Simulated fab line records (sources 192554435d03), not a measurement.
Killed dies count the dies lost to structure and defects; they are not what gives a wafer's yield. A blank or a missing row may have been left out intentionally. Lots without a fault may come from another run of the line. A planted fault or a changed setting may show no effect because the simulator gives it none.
Matching of chambers -- flow n5_finfet -- 4 sister chambers for N5_BEOL_M11_DESCUM_16 on rie_diel-06
The step chemistry O2, time 7.9 s. 8 wafers are shown with their chamber, then 10 later ones without.

WAFERS WITH THEIR CHAMBER
wafer,chamber,drypump_motor_current_A (A),throttle_valve_pct (%)
L082.2,3,5.9,20.45
L082.3,0,5.4,20.32
L087.5,2,5.8,20.65
L088.3,1,6.2,20.85
L088.5,2,5.7,20.65
L088.6,3,5.9,20.45
L090.2,1,6.2,20.84
L090.4,0,5.5,20.35

WAFERS WITH NO CHAMBER GIVEN
wafer,drypump_motor_current_A (A),throttle_valve_pct (%)
L090.6,6.2,20.86
L091.1,5.8,20.65
L091.2,5.9,20.47
L091.4,5.4,20.36
L096.1,5.9,20.47
L096.3,5.5,20.36
L096.4,6.2,20.88
L097.2,5.4,20.35
L097.4,5.8,20.68
L097.6,5.4,20.36

THE CHAMBER EACH PASSED THROUGH
wafer,from the rows above,in truth
L090.6,1,1
L091.1,2,2
L091.2,3,3
L091.4,0,0
L096.1,3,3
L096.3,0,0
L096.4,1,1
L097.2,0,0
L097.4,2,2
L097.6,0,0
Correctly placed: 10 of 10. Not placeable from these rows: 0. Placed wrongly: 0.
How it was worked out, from the rows above alone: a wafer's distance from a chamber is the root of the sum, over the readings, of the square of ((its reading less the chamber's mean) divided by the reading's scatter). If the next closest chamber is less than 2 further off than the closest, the wafer can't be placed; otherwise it belongs to the closest. A chamber's mean is the mean of its shown wafers. The scatter is the square root of a quotient: the sum, over the shown wafers, of each reading's squared deviation from its chamber's mean, divided by wafers minus chambers.
